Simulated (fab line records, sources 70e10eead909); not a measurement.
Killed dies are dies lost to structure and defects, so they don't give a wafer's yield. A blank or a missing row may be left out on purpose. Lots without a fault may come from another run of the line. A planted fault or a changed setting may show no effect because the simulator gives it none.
One fault seen from 2 desks | flow nand_harc | each desk has only its own numbers; what lay behind them comes last

THE METROLOGY DESK
What the gauges read, lot by lot, whatever tool the lot ran on: means of the sampled wafers that have a number. A lot is out of limits, marked OUT, if its mean lies more than 4 standard deviations from the usual mean; the brackets give that distance.
Columns: A = thk_nm at NHARC_A_ONON_D2_THK_MEAS_21, usual 1002 nm; B = thk_nm at NHARC_A_ONON_D2_THK_MEAS_27, usual 1003 nm; C = cd_nm at NHARC_A_CHANNEL_HOLE_D2_CD_MEAS_10, usual 100.0 nm
lot  | first seen here | A    | B              | C
L201 | day 12 19:31    | 1014 | 977            | 100.2
L203 | day 13 14:26    | 996  | 1000           | 100.2
L204 | day 14 00:53    | 998  | 1015           | 100.6
L208 | day 15 16:29    | 999  | 1427 (+45) OUT | -
L211 | day 17 02:21    | 1007 | 1419 (+44) OUT | -
L213 | day 17 07:17    | 1010 | 994            | 99.7
L215 | day 19 07:56    | 994  | 1012           | 99.5
L218 | day 20 02:33    | 996  | 1011           | 99.7
L220 | day 20 12:43    | 1009 | 996            | 100.0
L219 | day 20 12:44    | 1006 | 1003           | 100.0
L221 | day 21 01:25    | 1003 | 1008           | 100.1
L224 | day 22 10:54    | 992  | 1008           | 99.9
L223 | day 23 14:56    | 1006 | 996            | 99.6
This desk's finding: out of limits on L208, L211; first on L208, day 15 17:37 (thk_nm at NHARC_A_ONON_D2_THK_MEAS_27). In limits: L201, L203, L204, L213, L215, L218, L220, L219, L221, L224, L223.

THE TOOL OWNER'S DESK: pecvd_onon-04
The tool's own readings at NHARC_A_ONON_D2_DEP_25 (target thk 1000 nm): means of the sampled wafers that have a number, for each lot that ran on this tool. A lot is out of limits, marked OUT, if its mean lies more than 4 standard deviations from the usual mean; the brackets give that distance.
Columns: A = n2o_flow_sccm at NHARC_A_ONON_D2_DEP_25, usual 1999 sccm; B = susceptor_temp_C at NHARC_A_ONON_D2_DEP_25, usual 400.06 C
lot  | first seen here | A    | B
L201 | day 12 20:16    | 1999 | 400.57
L203 | day 13 15:07    | 2000 | 399.98
L208 | day 15 17:06    | 2002 | 400.22
L211 | day 17 02:58    | 1997 | 399.89
L224 | day 22 11:38    | 2000 | 400.15
L223 | day 23 15:37    | 2001 | 400.53
This desk's finding: nothing out of limits on any of the 6 lots.

PUT TOGETHER
The metrology desk could have raised an alarm at day 15 17:37, on L208, L211.
The tool owner's desk saw nothing out of limits.
The tool owner's desk has L208, L211 on record, within its limits.
Of the lots named, all ran NHARC_A_ONON_D2_DEP_25 on pecvd_onon-04.

WHAT THE SIMULATOR HAD PUT IN
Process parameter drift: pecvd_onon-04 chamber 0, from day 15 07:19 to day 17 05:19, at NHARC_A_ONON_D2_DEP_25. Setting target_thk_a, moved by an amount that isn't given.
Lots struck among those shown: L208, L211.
Hours from the fault's start to each desk's first reading out of limits: the metrology desk, 10.
